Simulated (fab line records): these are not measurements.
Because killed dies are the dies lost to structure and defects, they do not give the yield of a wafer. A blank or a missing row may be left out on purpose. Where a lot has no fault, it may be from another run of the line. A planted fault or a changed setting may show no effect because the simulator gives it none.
Problem report in the 8D (eight disciplines) form, filled by code / flow n5-finfet / the parts of the form that need people (team, actions taken, sign-off) are left out

1. WHAT WENT WRONG
Mean of susceptor-temp-C at N5_HKMG_FIN_ALD_21: 395.57 C across 6 wafers in 2 lots; on wafers with no fault it is 400.01 C (standard deviation 0.23). Relative to the usual mean, that is a shift of -19 standard deviations.
The step: deposits TiN, target thk 1.5 nm, pulse time 1 s, purge time 3 s.
First seen on wafer L707.1, day 6 02:19, on ald-metal-03. The record holds 27 wafers of 9 lots with a number at this step. Rule for "out", or "out of limits": more than 4 standard deviations from the usual mean. The other wafers with a number count as sound.

2. WHAT IT IS, AND WHAT IT ISN'T
question=which readings at this step | is=susceptor-temp-C | is not=chamber-pressure-Torr, precursor-pulse-height-rel
question=which lots | is=L707, L709 | is not=L700, L704, L717, L720, L721, L722, L723
question=which wafers of those lots | is=all that have a number | is not=-
question=read on which tools | is=ald-metal-03 | is not=ald-metal-01, ald-metal-04
question=when | is=from day 6 02:19 | is not=up to then (6 sound wafers); but 15 sound wafers of L717, L720, L721, L722, L723 came after

3. WHAT RULES OUT EACH SUSPECT
Counting: any tool at a process step up to the reading is kept as a suspect provided that every lot that is out went through it and no sound lot did after the first of them.
- ald-metal-03 at N5_HKMG_FIN_ALD_21 (deposits TiN, target thk 1.5 nm, pulse time 1 s, purge time 3 s): ruled out as a lasting fault. The sound lots L720, L723 went through it after L707, its earliest lot that is out (day 6 02:19).
Left after counting: nothing in the record.

4. THE CAUSE (what the simulator had put in)
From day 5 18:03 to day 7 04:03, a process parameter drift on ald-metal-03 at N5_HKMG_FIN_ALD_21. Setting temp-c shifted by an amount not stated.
Counting ruled it out, wrongly.

5. THE CHAIN OF EFFECTS, in route order
Each row: a reading where the mean over the struck wafers with a number is more than 3 standard deviations away from the usual. Only readings whose record carries a usual standard deviation are examined. hours: median over the lots of the time between each lot's start at the first step of this table that gives one and its start at this step. sigmas: the change, counted in usual standard deviations.
hours=0; step=N5_HKMG_FIN_ALD_21; reading=susceptor-temp-C; usual=400.01 C; on struck wafers=395.57; change=-4.44; sigmas=-19
It contains these process steps:
- N5_HKMG_FIN_ALD_21: deposits TiN, target thk 1.5 nm, pulse time 1 s, purge time 3 s.
Later steps that measure or inspect, where all struck wafers having a row at the step show a number for every such reading and not one has moved that far: N5_BEOL_M4_RC_MEAS_101.

6. HOW IT WOULD HAVE BEEN CAUGHT EARLIER
The fault began at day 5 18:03; the first out-of-limits reading in this record came at day 6 02:19, 8 hours later.
